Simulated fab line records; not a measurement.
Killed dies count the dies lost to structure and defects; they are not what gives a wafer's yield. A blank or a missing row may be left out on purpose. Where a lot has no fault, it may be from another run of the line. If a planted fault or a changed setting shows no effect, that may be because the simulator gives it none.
Chamber matching + flow nandHarc + 4 sister chambers for NHARC_A_CHANNEL_FILL_D1_CMP_10 on cmp-01
The step polishes, target thk 150 nm. 16 wafers are shown with their chamber, then 8 later ones without.

## WAFERS PAIRED WITH THEIR CHAMBERS
| wafer  | chamber | motorCurrentA (A) | timeToEndpointS (s) |
|--------|---------|-------------------|---------------------|
| L080.1 | 0       | 11.1              | 13.0                |
| L080.2 | 3       | 13.4              | 15.3                |
| L080.3 | 1       | 12.0              | 16.2                |
| L080.4 | 2       | 11.5              | 10.6                |
| L080.5 | 0       | 10.2              | 11.4                |
| L080.6 | 3       | 14.3              | 12.0                |
| L082.2 | 0       | 11.0              | 20.2                |
| L082.3 | 1       | 12.4              | 16.1                |
| L082.6 | 1       | 12.0              | 17.7                |
| L085.2 | 3       | 14.5              | 15.3                |
| L085.3 | 1       | 12.3              | 17.1                |
| L085.4 | 2       | 11.6              | 13.6                |
| L086.1 | 2       | 11.8              | 13.5                |
| L086.3 | 0       | 10.2              | 16.7                |
| L086.4 | 3       | 14.0              | 15.6                |
| L089.1 | 3       | 14.8              | 14.4                |

SIGNATURES, as means of the wafers listed above
| reading         | chamber 0 | chamber 1 | chamber 2 | chamber 3 | scatter within a chamber |
|-----------------|-----------|-----------|-----------|-----------|--------------------------|
| motorCurrentA   | 10.625    | 12.175    | 11.633    | 14.200    | 0.412                    |
| timeToEndpointS | 15.325    | 16.775    | 12.567    | 14.520    | 2.29                     |
Rule: a wafer lies at a distance from a chamber equal to the root of the sum of squares, over the readings, of (its reading less the chamber's mean, divided by the reading's scatter). The wafer belongs to the nearest chamber; if the next one is less than 2 further off, it can't be placed. The scatter: the root of (the sum of the squares of (reading less its chamber's mean) over the shown wafers, divided by (wafers less chambers)).

## WAFERS MISSING THEIR CHAMBER
| wafer  | motorCurrentA (A) | timeToEndpointS (s) |
|--------|-------------------|---------------------|
| L089.2 | 10.8              | 14.7                |
| L089.6 | 11.9              | 15.7                |
| L091.2 | 12.4              | 11.3                |
| L091.3 | 11.1              | 13.9                |
| L091.6 | 10.8              | 12.8                |
| L096.3 | 11.9              | 12.2                |
| L096.5 | 14.0              | 15.9                |
| L096.6 | 11.3              | 13.2                |

## WHICH CHAMBER EACH WENT THROUGH
| wafer  | from the rows above          | in truth |
|--------|------------------------------|----------|
| L089.2 | can't be placed: 0 or 2      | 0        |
| L089.6 | can't be placed: 1 or 2      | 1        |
| L091.2 | can't be placed: 2 or 1      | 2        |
| L091.3 | can't be placed: 0 or 2 or 1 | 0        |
| L091.6 | can't be placed: 0 or 2      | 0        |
| L096.3 | can't be placed: 2 or 1      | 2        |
| L096.5 | 3                            | 3        |
| L096.6 | can't be placed: 2 or 0 or 1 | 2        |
Placed correctly: 1 of 8. Not placeable from these rows: 7 (in 7, the candidates include the true chamber). Wrongly placed: 0.
